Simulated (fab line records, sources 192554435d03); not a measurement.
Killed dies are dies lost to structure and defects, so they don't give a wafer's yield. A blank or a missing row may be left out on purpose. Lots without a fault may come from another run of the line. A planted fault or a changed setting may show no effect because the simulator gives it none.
fab line records | flow n5_finfet
record lots=7 wafers=21
route steps=1938 shown BEOL_M4@1031 BEOL_M5@1120 BEOL_M6@1230 BEOL_M8@1335
start_h: hours from the record's first day to the start of the lot's first wafer shown | wait_h: hours since the lot's step before | " the same as in the row above | L1.1+2: a row that stands for several wafers | - no value, or no start given | * or withheld: withheld | < > ~ a bound
route shown NAME@n: a module of which the file shows steps, and the number in the route of the first | usual: mean/standard deviation of fault-free wafers | same: alike in all rows | chamber/n: place in a boat | sites: the reading at each site | _std_site: their standard deviation | _edge_site: outer sites' mean less inner sites' | radius_mm: how far each site lies from the wafer's centre | mask NAME#n: copy n | behind: the tool/chamber that last shaped the wafer | hold: why the lot was held/for how many hours/how that ended | device: the transistor (n, p or np) that didn't switch | end of line: the same wafers' tests at the end of the route | a step without rows: its recipe alone | killed: dies lost to structure and defects at the first sort, not the wafer's yield | map: a wafer's dies, x killed, . not, _ none there
set.NAME: the setting as run; set.NAME@STEP: as run at that earlier step | model.NAME: the simulator's own value behind a step, which no gauge read
lots whose settings were changed on purpose; a table a step, a row a wafer
## steps
# step N5_BEOL_M4_EXPOSE_08
# recipe mask_id=M4 na=0.33 source_shape=dipole sigma_inner=0.369 sigma_outer=0.767 polarization=unpolarized dose_mj=41.25
# columns lot.wafer tool chamber start_h wait_h mask set.dose_mj
L079.1+2+5 euv_scanner-01 0 184.96 - M4#0 41.25
L081.2+3+6 euv_scanner-02 0 204.30 - M4#0 41.25
L083.4+5 euv_scanner-01 0 204.51 - M4#0 41.25
L083.6 " 0 " " M4#0 40
L089.1+6 euv_scanner-02 0 243.24 - M4#0 41.25
L089.4 " 0 " " M4#0 39.09
L091.1 euv_scanner-02 0 251.61 - M4#0 40.28
L091.3+4 " 0 " " M4#0 41.25
L094.1+4+6 euv_scanner-01 0 272.19 - M4#0 42.88
L095.1+3 euv_scanner-02 0 276.04 - M4#0 41.25
L095.6 " 0 " " M4#0 43.13
# step N5_BEOL_M4_PEB_09
# recipe peb_temp_c=100 peb_time_s=60 resist=CAR-EUV
# step N5_BEOL_M4_DEVELOP_10
# recipe develop_time_s=30 developer=TMAH resist=CAR-EUV rinse_liquid=surfactant_rinse dry=air_spin dev_temp_c=23
# step N5_BEOL_M4_CD_MEAS_11
# recipe target_cd_nm=16.79 landing_energy_ev=500 detector=se_inlens polarity=opening
# usual cd_nm=16.84/0.23
# columns lot.wafer tool chamber start_h wait_h set.dose_mj@BEOL_M4_EXPOSE_08 cd_nm
L079.1 cd_sem-02 0 185.09 - 41.25 17.25
L079.2 " 0 " " 41.25 16.84
L079.5 " 0 " " 41.25 16.97
L081.2 cd_sem-02 0 204.42 - 41.25 17.24
L081.3 " 0 " " 41.25 16.87
L081.6 " 0 " " 41.25 16.86
L083.4 cd_sem-02 0 204.63 - 41.25 16.79
L083.5 " 0 " " 41.25 16.76
L083.6 " 0 " " 40 16.15
L089.1 cd_sem-03 0 243.37 - 41.25 16.87
L089.4 " 0 " " 39.09 15.43
L089.6 " 0 " " 41.25 16.93
L091.1 cd_sem-03 0 251.74 - 40.28 16.16
L091.3 " 0 " " 41.25 16.53
L091.4 " 0 " " 41.25 16.87
L094.1 cd_sem-01 0 272.33 - 42.88 18.01
L094.4 " 0 " " 42.88 17.44
L094.6 " 0 " " 42.88 17.96
L095.1 cd_sem-03 0 276.17 - 41.25 16.67
L095.3 " 0 " " 41.25 16.60
L095.6 " 0 " " 43.13 17.49
# step N5_BEOL_M4_DESCUM_16
# recipe chemistry=O2 time_s=7 source_power_w=50 bias_power_w=20 pressure_mtorr=20 rf_frequency_hz=2.712e+07 temp_c=40 resist=CAR-EUV o2_flow_sccm=225
# step N5_BEOL_M4_ETCH_74
# recipe chemistry=N2/H2 target=underlayer target_depth_a=65 mask_material=CAR-EUV time_s=5.2 ion_energy_ev=200 pressure_mtorr=30 source_w=840 bias_w=150 n2_flow_sccm=200 h2_flow_sccm=200 ends=cleared
# columns lot.wafer tool chamber start_h wait_h set.dose_mj@BEOL_M4_EXPOSE_08 model.BEOL_M4.cd_offset_nm
L079.1+2 rie_diel-04 3,1 185.34 0.0 41.25 0
L079.5 " 3 " " 41.25 0.2
L081.2 rie_diel-04 1 204.68 0.0 41.25 0.2
L081.3+6 " 3,2 " " 41.25 0
L083.4 rie_diel-04 3 205.40 0.0 41.25 0
L083.5 " 3 " " 41.25 0.2
L083.6 " 2 " " 40 -0.6
L089.1+6 rie_diel-01 3,0 243.53 0.0 41.25 0
L089.4 " 1 " " 39.09 -1
L091.1 rie_diel-05 3 251.94 0.0 40.28 -0.6
L091.3+4 " 1,2 " " 41.25 -0.2
L094.1+4 rie_diel-01 2,3 272.48 0.0 42.88 0.8
L094.6 " 0 " " 42.88 1
L095.1 rie_diel-05 2 276.39 0.0 41.25 -0.2
L095.3 " 3 " " 41.25 0
L095.6 " 1 " " 43.13 0.8
# step N5_BEOL_M4_ETCH_63
# recipe chemistry=CF4 target=SiARC target_depth_a=156 mask_material=CAR-EUV time_s=26 ion_energy_ev=80 pressure_mtorr=40 source_w=545 bias_w=36 Ar_flow_sccm=100 cf4_flow_sccm=100 ends=cleared
# columns lot.wafer tool chamber start_h wait_h set.dose_mj@BEOL_M4_EXPOSE_08 model.BEOL_M4.cd_offset_nm
L079.1+2 rie_diel-04 3,1 185.35 0.0 41.25 0
L079.5 " 3 " " 41.25 0.2
L081.2 rie_diel-04 1 204.70 0.0 41.25 0.2
L081.3+6 " 3,2 " " 41.25 0
L083.4 rie_diel-04 3 205.41 0.0 41.25 0
L083.5 " 3 " " 41.25 0.2
L083.6 " 2 " " 40 -0.6
L089.1 rie_diel-01 3 243.55 0.0 41.25 0
L089.4 " 1 " " 39.09 -1
L089.6 " 0 " " 41.25 0.2
L091.1 rie_diel-05 3 251.96 0.0 40.28 -0.6
L091.3 " 1 " " 41.25 0
L091.4 " 2 " " 41.25 -0.2
L094.1+4 rie_diel-01 2,3 272.50 0.0 42.88 0.8
L094.6 " 0 " " 42.88 1.2
L095.1 rie_diel-05 2 276.41 0.0 41.25 -0.2
L095.3 " 3 " " 41.25 0
L095.6 " 1 " " 43.13 1
# step N5_BEOL_M4_ETCH_64
# recipe chemistry=N2/H2 target=SOC target_depth_a=750 overetch_a=225 mask_material=SiARC temp_c=40 time_s=121.9 ion_energy_ev=200 pressure_mtorr=30 source_w=840 bias_w=150 n2_flow_sccm=200 h2_flow_sccm=200
# usual rf_vpp_V=524.2/2.4
# columns lot.wafer tool chamber start_h wait_h set.bias_w set.dose_mj@BEOL_M4_EXPOSE_08 rf_vpp_V model.SiARC_of_BEOL_M4_COAT_62.thk_nm model.BEOL_M4.cd_offset_nm
L079.1 rie_diel-04 3 185.38 0.0 166 41.25 562.8 5.6 0.2
L079.2 " 1 " " 166 41.25 558.0 5.4 0.2
L079.5 " 3 " " 150 41.25 525.8 6.4 0.4
L081.2 rie_diel-04 1 204.72 0.0 150 41.25 524.0 6.2 0.4
L081.3 " 3 " " 150 41.25 526.5 6.4 -0.2
L081.6 " 2 " " 150 41.25 525.9 6.4 0
L083.4 rie_diel-04 3 205.44 0.0 127.8 41.25 476.7 7.4 0.2
L083.5 " 3 " " 150 41.25 526.1 6.4 0.4
L083.6 " 2 " " 150 40 525.5 6.4 -0.6
L089.1 rie_diel-01 3 243.57 0.0 150 41.25 519.2 6.4 0
L089.4 " 1 " " 150 39.09 525.0 6.4 -1
L089.6 " 0 " " 124.1 41.25 464.3 7.6 0
L091.1 rie_diel-05 3 251.99 0.0 150 40.28 526.3 6.4 -0.6
L091.3 " 1 " " 136.5 41.25 494.9 7 0.2
L091.4 " 2 " " 136.5 41.25 493.7 7 -0.4
L094.1 rie_diel-01 2 272.53 0.0 123.7 42.88 463.5 7.8 0.6
L094.4 " 3 " " 150 42.88 519.5 6.4 0.8
L094.6 " 0 " " 150 42.88 525.3 6.4 0.8
L095.1 rie_diel-05 2 276.44 0.0 150 41.25 525.8 6.4 -0.2
L095.3 " 3 " " 167.9 41.25 566.9 5.6 0
L095.6 " 1 " " 150 43.13 525.0 6.2 0.8
# step N5_BEOL_M4_STRIP_65
# recipe chemistry=N2/H2 temp_c=40 n2_flow_sccm=200 h2_flow_sccm=200 rf_frequency_hz=6e+07
# step N5_BEOL_M4_STRIP_75
# recipe chemistry=N2/H2 temp_c=40 n2_flow_sccm=200 h2_flow_sccm=200 rf_frequency_hz=6e+07
# step N5_BEOL_M4_STRIP_66
# recipe chemistry=CF4 resist=SiARC power_w=300 bias_power_w=75 pressure_mtorr=50 cf4_flow_sccm=150 rf_frequency_hz=6e+07
# step N5_BEOL_M4_HM_OPEN_17
# recipe chemistry=Cl2/BCl3 target_depth_a=200 overetch_a=60 target=TiN mask_material=SOC ion_energy_ev=150 pressure_mtorr=10 icp_w=1000 bias_w=126 Cl2_flow_sccm=53.25 bcl3_flow_sccm=21.75 Ar_flow_sccm=25
# columns lot.wafer tool chamber start_h wait_h set.dose_mj@BEOL_M4_EXPOSE_08 model.BEOL_M4.cd_offset_nm
L079.1+5 rie_metal-01 1 185.55 0.0 41.25 0.4
L079.2 " 0 " " 41.25 0.2
L081.2 rie_metal-02 1 204.90 0.0 41.25 0.4
L081.3 " 0 " " 41.25 -0.2
L081.6 " 0 " " 41.25 0
L083.4 rie_metal-02 1 205.64 0.1 41.25 0.2
L083.5 " 0 " " 41.25 0.4
L083.6 " 1 " " 40 -0.8
L089.1 rie_metal-02 0 243.75 0.0 41.25 0.2
L089.4 " 1 " " 39.09 -1
L089.6 " 0 " " 41.25 0
L091.1 rie_metal-01 0 252.16 0.0 40.28 -0.4
L091.3 " 0 " " 41.25 0.2
L091.4 " 1 " " 41.25 -0.2
L094.1 rie_metal-02 1 272.70 0.0 42.88 0.4
L094.4+6 " 1 " " 42.88 0.8
L095.1 rie_metal-03 0 276.61 0.0 41.25 -0.2
L095.3 " 1 " " 41.25 0
L095.6 " 0 " " 43.13 0.8
# step N5_BEOL_M5_COAT_05
# recipe resist=CAR-EUV spin_rpm=1500 resist_thk_nm=30
# columns lot.wafer tool chamber start_h wait_h set.spin_rpm model.CAR-EUV_of_BEOL_M5_COAT_05.thk_nm
L079.1 litho_track-03 0 - - 1409 31
L079.2 " 0 " " 1500 30
L079.5 " 0 " " 1409 31.2
L081.2+3+6 litho_track-03 0 - - 1500 30.2
L083.4+6 litho_track-04 0 - - 1500 30.2
L083.5 " 0 " " 1637 28.8
L089.1 litho_track-04 0 - - 1638 29
L089.4+6 " 0 " " 1500 30.2
L091.1+4 litho_track-04 0 - - 1500 30
L091.3 " 0 " " 1333 31.8
L094.1+4 litho_track-04 0 - - 1500 30.2
L094.6 " 0 " " 1640 28.6
L095.1+3 litho_track-01 0 - - 1574 29.4
L095.6 " 0 " " 1500 30
# step N5_BEOL_M5_ETCH_72
# recipe chemistry=N2/H2 target=underlayer target_depth_a=65 mask_material=CAR-EUV time_s=5.2 ion_energy_ev=200 pressure_mtorr=30 source_w=840 bias_w=150 n2_flow_sccm=200 h2_flow_sccm=200 ends=cleared
# usual rf_vpp_V=524.6/2.8
# columns lot.wafer tool chamber start_h wait_h set.bias_w rf_vpp_V
L079.1 rie_diel-06 3 198.90 0.0 150 526.8
L079.2 " 1 " " 150 525.1
L079.5 " 1 " " 150 525.1
L081.2 rie_diel-02 3 214.05 0.0 150 529.9
L081.3 " 2 " " 150 520.0
L081.6 " 0 " " 150 529.5
L083.4 rie_diel-06 0 217.01 0.0 134.6 487.0
L083.5 " 3 " " 150 528.8
L083.6 " 2 " " 150 526.8
L089.1 rie_diel-03 2 252.00 0.0 150 521.8
L089.4 " 1 " " 150 527.4
L089.6 " 1 " " 133 488.3
L091.1 rie_diel-02 3 272.87 0.0 150 526.6
L091.3 " 2 " " 150 519.0
L091.4 " 0 " " 150 528.8
L094.1 rie_diel-02 3 281.82 0.0 150 524.9
L094.4 " 0 " " 150 527.4
L094.6 " 2 " " 150 519.3
L095.1 rie_diel-06 0 288.41 0.0 175.1 578.2
L095.3 " 2 " " 150 526.8
L095.6 " 2 " " 175.1 577.4
# step N5_BEOL_M6_DESCUM_33
# recipe chemistry=O2 time_s=7 source_power_w=50 bias_power_w=20 pressure_mtorr=20 rf_frequency_hz=2.712e+07 temp_c=40 resist=CAR-EUV o2_flow_sccm=225
# columns lot.wafer tool chamber start_h wait_h set.time_s model.CAR-EUV_of_BEOL_M6_COAT_22.thk_nm
L079.1+2 rie_diel-05 3,0 210.59 0.3 7 26.2
L079.5 " 1 " " 8.287 25.6
L081.2+3 rie_diel-04 3,2 226.96 0.3 7 26.2
L081.6 " 2 " " 7 26
L083.4+5+6 rie_diel-01 3,2,3 229.70 0.1 7 26
L089.1+4 rie_diel-04 0,3 266.39 0.0 7 26
L089.6 " 0 " " 7.759 25.6
L091.1+3 rie_diel-01 2,0 286.21 0.0 8.272 25.4
L091.4 " 2 " " 8.272 25.2
L094.1+4+6 rie_diel-05 3,2,0 296.24 0.0 7 26
L095.1 rie_diel-04 3 304.60 0.0 7 26
L095.3+6 " 2,1 " " 5.68 26.6
# step N5_BEOL_M8_PECVD_70
# recipe material=SiO2 target_thk_a=200 temp_c=400 precursor=TEOS/O2 pressure_torr=5.5 rf_w=450 teos_flow_sccm=53.8 gas=O2 flow_sccm=3000 time_s=22.7
# columns lot.wafer tool chamber start_h wait_h set.temp_c model.SiO2_of_BEOL_M8_PECVD_70.thk_nm
L079.1 pecvd-03 2 224.10 0.0 400 20.2
L079.2 " 0 " " 400 19.8
L079.5 " 2 " " 400 20
L081.2+3 pecvd-02 0,1 240.95 0.0 400 19.4
L081.6 " 1 " " 400 19.8
L083.4 pecvd-03 0 241.25 0.1 400 20
L083.5 " 1 " " 400 20.4
L083.6 " 2 " " 389.5 21.6
L089.1 pecvd-02 2 279.37 0.0 400 19.2
L089.4 " 0 " " 406.1 18.8
L089.6 " 2 " " 406.1 19
L091.1 pecvd-03 1 296.35 0.0 400 19.8
L091.3 " 0 " " 405.8 18.8
L091.4 " 0 " " 400 20
L094.1+6 pecvd-04 0,1 307.74 0.0 400 20.2
L094.4 " 0 " " 400 20.4
L095.1 pecvd-03 1 314.81 0.0 400 19.8
L095.3 " 0 " " 400 19.6
L095.6 " 2 " " 400 20
## key
split step=N5_BEOL_M4_EXPOSE_08 setting=dose_mj stated=41.25 by=wafer
response step=N5_BEOL_M4_CD_MEAS_11 reading=cd_nm change=+0.235 per=1% r=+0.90
response step=N5_BEOL_M4_ETCH_74 reading=model.BEOL_M4.cd_offset_nm change=+0.197 per=1% r=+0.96
response step=N5_BEOL_M4_ETCH_63 reading=model.BEOL_M4.cd_offset_nm change=+0.224 per=1% r=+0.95
response step=N5_BEOL_M4_ETCH_64 reading=model.BEOL_M4.cd_offset_nm change=+0.211 per=1% r=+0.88
response step=N5_BEOL_M4_HM_OPEN_17 reading=model.BEOL_M4.cd_offset_nm change=+0.225 per=1% r=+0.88
split step=N5_BEOL_M4_ETCH_64 setting=bias_w stated=150 by=wafer
response step=N5_BEOL_M4_ETCH_64 reading=rf_vpp_V change=+3.36 per=1% r=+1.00
response step=N5_BEOL_M4_ETCH_64 reading=model.SiARC_of_BEOL_M4_COAT_62.thk_nm change=-0.0718 per=1% r=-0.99
split step=N5_BEOL_M5_COAT_05 setting=spin_rpm stated=1500 by=wafer
response step=N5_BEOL_M5_COAT_05 reading=model.CAR-EUV_of_BEOL_M5_COAT_05.thk_nm change=-0.155 per=1% r=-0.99
split step=N5_BEOL_M5_ETCH_72 setting=bias_w stated=150 by=wafer
response step=N5_BEOL_M5_ETCH_72 reading=rf_vpp_V change=+3.28 per=1% r=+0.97
split step=N5_BEOL_M6_DESCUM_33 setting=time_s stated=7 by=wafer
response step=N5_BEOL_M6_DESCUM_33 reading=model.CAR-EUV_of_BEOL_M6_COAT_22.thk_nm change=-0.0329 per=1% r=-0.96
split step=N5_BEOL_M8_PECVD_70 setting=temp_c stated=400 by=wafer
response step=N5_BEOL_M8_PECVD_70 reading=model.SiO2_of_BEOL_M8_PECVD_70.thk_nm change=-0.506 per=1% r=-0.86
